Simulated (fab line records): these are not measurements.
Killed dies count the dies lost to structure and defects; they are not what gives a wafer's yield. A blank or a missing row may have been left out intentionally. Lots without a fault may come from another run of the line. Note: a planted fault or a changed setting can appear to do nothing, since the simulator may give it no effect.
Which of the tools did it? :: flow nand_harc :: route of 1302 steps, sampled at 1 step: 24 lots, 72 wafers

WHAT THE GAUGES SHOWED, per wafer
NHARC_A_M0_OVL_MEAS_10: pitch 160 nm. Usual: overlay_x_nm -0.2 nm, standard deviation 0.65; overlay_y_nm -0.1 nm, standard deviation 0.83.
lot: L074
measured: day 21 16:49
on: overlay-02
overlay_x_nm (nm): -0.5 -0.9 -0.7
overlay_y_nm (nm): -0.8 -0.5 -0.1
flag: 

lot: L075
measured: day 22 20:58
on: overlay-01
overlay_x_nm (nm): -0.7 -0.6 -0.5
overlay_y_nm (nm): 0.5 1.0 0.8
flag: 

lot: L077
measured: day 23 12:23
on: overlay-01
overlay_x_nm (nm): 0.4 0.2 0.6
overlay_y_nm (nm): -1.3 -0.9 -1.6
flag: 

lot: L076
measured: day 23 12:40
on: overlay-02
overlay_x_nm (nm): -0.2 -0.7 -0.8
overlay_y_nm (nm): 0.1 0.6 -0.3
flag: 

lot: L078
measured: day 24 16:05
on: overlay-02
overlay_x_nm (nm): 0.1 -0.4 -0.1
overlay_y_nm (nm): -0.2 -0.7 -0.3
flag: 

lot: L079
measured: day 24 19:24
on: overlay-01
overlay_x_nm (nm): -1.0 -0.3 -1.1
overlay_y_nm (nm): -1.1 -1.5 -1.5
flag: 

lot: L080
measured: day 25 04:22
on: overlay-02
overlay_x_nm (nm): -1.0 -0.7 -1.2
overlay_y_nm (nm): 1.2 0.9 0.8
flag: 

lot: L081
measured: day 25 10:08
on: overlay-02
overlay_x_nm (nm): -1.0 -0.8 -0.8
overlay_y_nm (nm): -1.3 -1.5 -1.3
flag: 

lot: L082
measured: day 25 13:20
on: overlay-01
overlay_x_nm (nm): -0.3 -0.5 -0.1
overlay_y_nm (nm): 0.3 0.4 0.3
flag: 

lot: L083
measured: day 26 02:40
on: overlay-02
overlay_x_nm (nm): 0.6 0.6 0.1
overlay_y_nm (nm): 0.4 -0.3 0.3
flag: 

lot: L085
measured: day 26 15:07
on: overlay-01
overlay_x_nm (nm): -1.4 -1.4 -1.6
overlay_y_nm (nm): -1.6 -2.0 -1.3
flag: 

lot: L084
measured: day 26 17:04
on: overlay-02
overlay_x_nm (nm): 1.1 0.7 1.5
overlay_y_nm (nm): 0.2 0.5 0.0
flag: 

lot: L086
measured: day 27 12:16
on: overlay-01
overlay_x_nm (nm): -0.8 -1.1 -0.7
overlay_y_nm (nm): -0.1 -0.3 -0.2
flag: 

lot: L087
measured: day 27 13:44
on: overlay-02
overlay_x_nm (nm): -0.5 -0.2 -0.1
overlay_y_nm (nm): -0.3 0.1 0.1
flag: 

lot: L089
measured: day 28 21:23
on: overlay-02
overlay_x_nm (nm): 0.4 0.6 0.7
overlay_y_nm (nm): 0.3 0.5 -0.2
flag: 

lot: L088
measured: day 28 23:58
on: overlay-02
overlay_x_nm (nm): -0.3 -0.4 -0.1
overlay_y_nm (nm): 0.9 0.4 0.8
flag: 

lot: L090
measured: day 29 08:37
on: overlay-02
overlay_x_nm (nm): 0.6 0.8 0.8
overlay_y_nm (nm): -0.5 -0.9 0.2
flag: 

lot: L091
measured: day 29 09:08
on: overlay-01
overlay_x_nm (nm): -0.2 -0.1 0.1
overlay_y_nm (nm): -1.2 -1.9 -2.0
flag: 

lot: L092
measured: day 29 14:29
on: overlay-01
overlay_x_nm (nm): 0.1 0.3 0.3
overlay_y_nm (nm): 0.6 0.2 0.0
flag: 

lot: L093
measured: day 30 13:02
on: overlay-01
overlay_x_nm (nm): -0.1 0.1 0.5
overlay_y_nm (nm): -0.5 0.2 0.0
flag: 

lot: L094
measured: day 30 15:37
on: overlay-02
overlay_x_nm (nm): -0.7 -1.0 -0.3
overlay_y_nm (nm): -0.7 -0.5 -0.3
flag: 

lot: L095
measured: day 31 11:55
on: overlay-02
overlay_x_nm (nm): -0.4 -0.6 -0.1
overlay_y_nm (nm): 1.1 1.5 0.8
flag: 

lot: L096
measured: day 31 15:03
on: overlay-01
overlay_x_nm (nm): 0.5 -0.4 0.3
overlay_y_nm (nm): 1.0 0.8 0.6
flag: 

lot: L097
measured: day 31 18:35
on: overlay-02
overlay_x_nm (nm): 0.1 0.2 -0.5
overlay_y_nm (nm): 0.7 0.4 0.5
flag: 

TOOL THAT RAN EACH LOT (tool first, then ch and the chambers of the sampled wafers, then the start)
No process step before these readings appears in the record.

AS READ BY THE TOOLS THEMSELVES (means over the sampled wafers that have a number; for cases with no such wafer, the mark the record gives instead)
The record holds no such reading with a usual standard deviation.

THE ANSWER, worked out from the rows above alone
Rule: lot off if the mean of its wafers having a number is beyond 3 standard deviations from the usual mean. A lot without any number at a reading at which 4 lots or more have one is off too. The other lots that the step has rows for count as sound. First the gauges in route order, then the tools' own readings, where a lot's mean is used as printed above. The first step at which some lot is off is used, and at that step the reading that is off furthest; a lot without a number counts as furthest.
None of the lots is off at any reading shown; this tells nothing.

WHAT THE SIMULATOR HAD INSERTED
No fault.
